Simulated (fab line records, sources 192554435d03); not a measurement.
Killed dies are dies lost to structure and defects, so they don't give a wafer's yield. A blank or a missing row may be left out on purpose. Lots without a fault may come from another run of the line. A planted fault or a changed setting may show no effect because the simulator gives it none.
Chamber matching | flow n5_finfet | N5_BEOL_M5_CO_CAP_78 on cvd_co-02: 3 sister chambers
The step material Co, precursor CCTBA/H2, target thk 2 nm, time 102.1 s. 14 wafers are shown with their chamber, then 7 later ones without.

WAFERS WITH THEIR CHAMBER
wafer  | chamber | heater_power_w (W)
L410.3 | 2       | 224
L410.4 | 1       | 287
L410.5 | 0       | 282
L411.1 | 1       | 287
L411.2 | 0       | 279
L411.4 | 2       | 228
L414.2 | 1       | 283
L414.3 | 2       | 229
L414.4 | 2       | 230
L426.1 | 2       | 228
L426.2 | 0       | 279
L426.6 | 0       | 281
L432.2 | 0       | 275
L432.4 | 2       | 235

SIGNATURES (means of the wafers above)
reading        | chamber 0 | chamber 1 | chamber 2 | scatter within a chamber
heater_power_w | 279.20    | 285.67    | 229.00    | 3.07
Rule: a wafer's distance from a chamber is the root of the sum, over the readings, of the square of ((its reading less the chamber's mean) divided by the reading's scatter). The wafer belongs to the nearest chamber; if the next one is less than 2 further off, it can't be placed. The scatter: the root of (the sum of the squares of (reading less its chamber's mean) over the shown wafers, divided by (wafers less chambers)).

WAFERS WITHOUT THEIR CHAMBER
wafer  | heater_power_w (W)
L432.6 | 282
L430.1 | 235
L430.4 | 283
L430.6 | 290
L431.1 | 289
L431.2 | 234
L431.4 | 278

WHICH CHAMBER EACH WENT THROUGH
wafer  | from the rows above     | in truth
L432.6 | can't be placed: 0 or 1 | 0
L430.1 | 2                       | 2
L430.4 | can't be placed: 1 or 0 | 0
L430.6 | 1                       | 1
L431.1 | 1                       | 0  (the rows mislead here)
L431.2 | 2                       | 2
L431.4 | 0                       | 0
Placed correctly: 4 of 7. Can't be placed from these rows: 2 (the true chamber is among the candidates in 2). Placed wrongly: 1.
